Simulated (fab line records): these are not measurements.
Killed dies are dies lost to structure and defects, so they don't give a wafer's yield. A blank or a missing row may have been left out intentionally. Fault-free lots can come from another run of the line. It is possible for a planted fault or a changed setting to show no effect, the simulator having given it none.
Chamber matching -- flow n5Finfet -- 4 sister chambers for N5_BEOL_M3_STRIP_19 on rieDiel-06
The step strips in O2. 4 wafers are shown with their chamber, then 7 later ones without.

== EACH WAFER AND ITS CHAMBER ==
wafer,chamber,throttleValvePct (%)
L080.6,3,16.91
L093.2,0,16.41
L094.1,1,16.40
L094.2,2,16.57

== WAFERS WITH NO CHAMBER GIVEN ==
wafer,throttleValvePct (%)
L094.5,16.41
L096.2,16.40
L096.3,16.96
L096.4,16.56
L097.2,16.40
L097.4,16.57
L097.5,16.94

== THE CHAMBER EACH PASSED THROUGH ==
wafer,from the rows above,in truth
L094.5,can't be placed: 0 or 1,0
L096.2,can't be placed: 1 or 0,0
L096.3,3,3
L096.4,2,2
L097.2,can't be placed: 1 or 0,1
L097.4,2,2
L097.5,3,3
Correct placement for 4 of the 7. These rows do not allow placing 3 (true chamber among the candidates in 3). 0 placed wrongly.
How it was worked out, from the rows above alone: a wafer's distance from a chamber is the root of the sum, over the readings, of the square of ((its reading less the chamber's mean) divided by the reading's scatter). If the next closest chamber is less than 2 further off than the closest, the wafer can't be placed; otherwise it belongs to the closest. A chamber's mean is the mean of its shown wafers. The scatter: with one shown wafer a chamber, the root of the mean of the squares of how far each hidden wafer lies from its nearest shown one.
